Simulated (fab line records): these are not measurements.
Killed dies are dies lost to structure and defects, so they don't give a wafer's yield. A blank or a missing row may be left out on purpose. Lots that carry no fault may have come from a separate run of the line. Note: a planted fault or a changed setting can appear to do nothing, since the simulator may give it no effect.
Split-lot trial | flow n5Finfet | 21 wafers read from 7 lots, route of 1938 steps

## ABOUT THE SPLIT
At N5_BEOL_M3_ETCH_64 (etches SOC in N2/H2, target depth 75 nm, overetch 15 nm, time 112.5 s), the setting timeS was moved away from the recipe's 112.5 s on 10 of the 21 wafers read, by -21.4% to +22.0%. The other wafers ran this setting at the recipe's value.

The split's own step is where the reading is taken.

## THE READING
BEOL_M3.cdOffsetNm (the simulator's own value, which no gauge read), in nm, at N5_BEOL_M3_ETCH_64 (etches SOC in N2/H2, target depth 75 nm, overetch 15 nm, time 112.5 s). No usual value for it is given in the file. Average -0.1 nm, standard deviation 0.19 nm, over the 11 wafers here run with the recipe.

wafer  | tool, chamber at the split | timeS as run, s | against the recipe | BEOL_M3.cdOffsetNm, nm | against lot-mates on the recipe
L080.4 | rieDiel-03, 0              | 112.5           | recipe             | 0.2                    | -
L080.5 | rieDiel-03, 0              | 112.5           | recipe             | 0                      | -
L080.6 | rieDiel-03, 3              | 112.5           | recipe             | 0                      | -
L083.1 | rieDiel-03, 1              | 112.5           | recipe             | -0.2                   | -
L083.3 | rieDiel-03, 0              | 127.2           | +13.1%             | 0.4                    | +0.6
L083.4 | rieDiel-03, 2              | 127.2           | +13.1%             | 0.4                    | +0.6
L082.1 | rieDiel-03, 2              | 137.2           | +22.0%             | 0                      | +0.4
L082.3 | rieDiel-03, 0              | 137.2           | +22.0%             | 0.4                    | +0.8
L082.4 | rieDiel-03, 3              | 112.5           | recipe             | -0.4                   | -
L085.1 | rieDiel-05, 2              | 112.5           | recipe             | 0                      | -
L085.2 | rieDiel-05, 0              | 112.5           | recipe             | 0                      | -
L085.3 | rieDiel-05, 3              | 112.5           | recipe             | -0.4                   | -
L087.3 | rieDiel-05, 0              | 119             | +5.8%              | 0.2                    | no lot-mate on the recipe
L087.4 | rieDiel-05, 2              | 119             | +5.8%              | 0                      | no lot-mate on the recipe
L087.6 | rieDiel-05, 1              | 119             | +5.8%              | -0.2                   | no lot-mate on the recipe
L092.1 | rieDiel-05, 2              | 112.5           | recipe             | 0.2                    | -
L092.4 | rieDiel-05, 1              | 88.43           | -21.4%             | -0.6                   | -0.8
L092.5 | rieDiel-05, 1              | 88.43           | -21.4%             | -0.6                   | -0.8
L093.1 | rieDiel-05, 3,1            | 112.5           | recipe             | 0                      | -
L093.4 | rieDiel-05, 3,1            | 112.5           | recipe             | 0                      | -
L093.6 | rieDiel-05, 2              | 122.6           | +9.0%              | 0.2                    | +0.2
The file does not say which wafer passed through which chamber wherever a row lists several chambers: such a row stands for several wafers.

FIT RESULTS
A straight line over all 21 wafers: BEOL_M3.cdOffsetNm changes by +0.0211 nm for each +1% of timeS; r = +0.76; the points scatter about the line by 0.2 nm.
The same after taking each lot's own level away (the mean of its wafers on the recipe; 18 wafers): +0.0341 nm for each +1%; r = +0.94; scatter 0.14 nm.
On that fit, the largest move of timeS shifts the reading by 0.75 nm.
From -0.40 to 0.20 nm: that is the span of the lots' own levels, equal to 3.1 times the standard deviation above.
So the lot-to-lot level blurs the effect unless lot-mates are compared.
Check: for one of the wafers moved furthest among these (+22.0%), held out of the fit, the line's prediction against its lot-mates is +0.839 nm. It came out at +0.4 nm against them.

## ADDITIONAL SPLITS CARRIED BY THESE WAFERS
Note: prior to the reading, these wafers also went through further splits. Each is held against what the fit with the lots' levels taken away leaves over:
other split on the same wafers | wafers away from the commonest value | r with BEOL_M3.cdOffsetNm (lot level and that fit taken away)
N5_BEOL_M2_COAT_61 spinRpm     | 4                                    | +0.09
N5_BEOL_M2_COAT_73 tempC       | 6                                    | +0.32
N5_BEOL_M2_COAT_22 spinRpm     | 6                                    | -0.07
N5_BEOL_M2_DESCUM_33 timeS     | 5                                    | -0.04

## THE WHOLE CHAIN: every reading that the file lists as answering this split, in the file's order
step                  | what it does                                                          | reading                                                                         | change (the file's fit)                                                              | r (the file's)
N5_BEOL_M3_ETCH_64    | etches SOC in N2/H2, target depth 75 nm, overetch 15 nm, time 112.5 s | SiARC_of_BEOL_M3_COAT_62.thkNm (the simulator's own value, which no gauge read) | -0.0525 nm for each +1% of the setting                                               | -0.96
N5_BEOL_M3_ETCH_64    | etches SOC in N2/H2, target depth 75 nm, overetch 15 nm, time 112.5 s | BEOL_M3.cdOffsetNm (the simulator's own value, which no gauge read)             | +0.0335 nm for each +1% of the setting                                               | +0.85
N5_BEOL_M3_HM_OPEN_17 | chemistry Cl2/BCl3, target TiN, target depth 20 nm, overetch 6 nm     | etch.depthNm (the simulator's own value, which no gauge read)                   | not straight: 20.42 at the lowest setting, 19.92 at the recipe, 17.61 at the highest | not given

## THE FILE'S OWN FIT
BEOL_M3.cdOffsetNm changes by +0.0335 nm for each +1% of timeS, r = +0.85.
